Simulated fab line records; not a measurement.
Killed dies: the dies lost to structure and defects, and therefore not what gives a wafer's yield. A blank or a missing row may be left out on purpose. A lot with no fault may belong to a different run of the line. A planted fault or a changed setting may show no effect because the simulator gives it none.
Chamber matching || flow nandHarc || NHARC_A_CHANNEL_FILL_D1_ALD_25 on aldHk-03 has 4 sister chambers
The step deposits SiOx, target thk 60 nm, pulse time 10 s, ald cycles 600. 8 wafers are shown with their chamber, then 8 later ones without.

WAFERS PAIRED WITH THEIR CHAMBERS
{"wafer": "L126.6", "chamber": 2, "heaterPowerW (W)": 415, "precursorPulseHeightRel": 1.006}
{"wafer": "L129.3", "chamber": 0, "heaterPowerW (W)": 531, "precursorPulseHeightRel": 1.002}
{"wafer": "L129.4", "chamber": 3, "heaterPowerW (W)": 466, "precursorPulseHeightRel": 0.983}
{"wafer": "L129.5", "chamber": 3, "heaterPowerW (W)": 471, "precursorPulseHeightRel": 0.990}
{"wafer": "L130.2", "chamber": 1, "heaterPowerW (W)": 434, "precursorPulseHeightRel": 1.016}
{"wafer": "L130.4", "chamber": 0, "heaterPowerW (W)": 532, "precursorPulseHeightRel": 0.976}
{"wafer": "L130.6", "chamber": 2, "heaterPowerW (W)": 426, "precursorPulseHeightRel": 1.008}
{"wafer": "L135.1", "chamber": 1, "heaterPowerW (W)": 451, "precursorPulseHeightRel": 0.996}

WAFERS WITHOUT THEIR CHAMBER
{"wafer": "L135.2", "heaterPowerW (W)": 458, "precursorPulseHeightRel": 0.988}
{"wafer": "L135.3", "heaterPowerW (W)": 549, "precursorPulseHeightRel": 0.984}
{"wafer": "L136.1", "heaterPowerW (W)": 450, "precursorPulseHeightRel": 0.992}
{"wafer": "L136.2", "heaterPowerW (W)": 453, "precursorPulseHeightRel": 1.019}
{"wafer": "L136.6", "heaterPowerW (W)": 457, "precursorPulseHeightRel": 0.983}
{"wafer": "L137.1", "heaterPowerW (W)": 441, "precursorPulseHeightRel": 1.013}
{"wafer": "L137.2", "heaterPowerW (W)": 511, "precursorPulseHeightRel": 1.014}
{"wafer": "L137.3", "heaterPowerW (W)": 485, "precursorPulseHeightRel": 1.032}

EACH ONE'S CHAMBER
{"wafer": "L135.2", "from the rows above": "can't be placed: 3 or 1", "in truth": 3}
{"wafer": "L135.3", "from the rows above": 0, "in truth": 0}
{"wafer": "L136.1", "from the rows above": "can't be placed: 1 or 3", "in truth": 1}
{"wafer": "L136.2", "from the rows above": "can't be placed: 1 or 3", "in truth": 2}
{"wafer": "L136.6", "from the rows above": "can't be placed: 3 or 1", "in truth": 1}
{"wafer": "L137.1", "from the rows above": 1, "in truth": 1}
{"wafer": "L137.2", "from the rows above": 0, "in truth": 0}
{"wafer": "L137.3", "from the rows above": "can't be placed: 3 or 1", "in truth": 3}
Placed correctly: 3 of 8. Can't be placed from these rows: 5 (the true chamber is among the candidates in 4). Wrongly placed: 0.
How it was worked out, from the rows above alone: a wafer's distance from a chamber is the root of the sum, over the readings, of the square of ((its reading less the chamber's mean) divided by the reading's scatter). The wafer belongs to the nearest chamber; if the next one is less than 2 further off, it can't be placed. The mean given for a chamber averages the wafers shown for that chamber. The scatter: take each reading less its chamber's mean, square it, sum over the shown wafers, divide by the number of wafers less the number of chambers, and take the root.
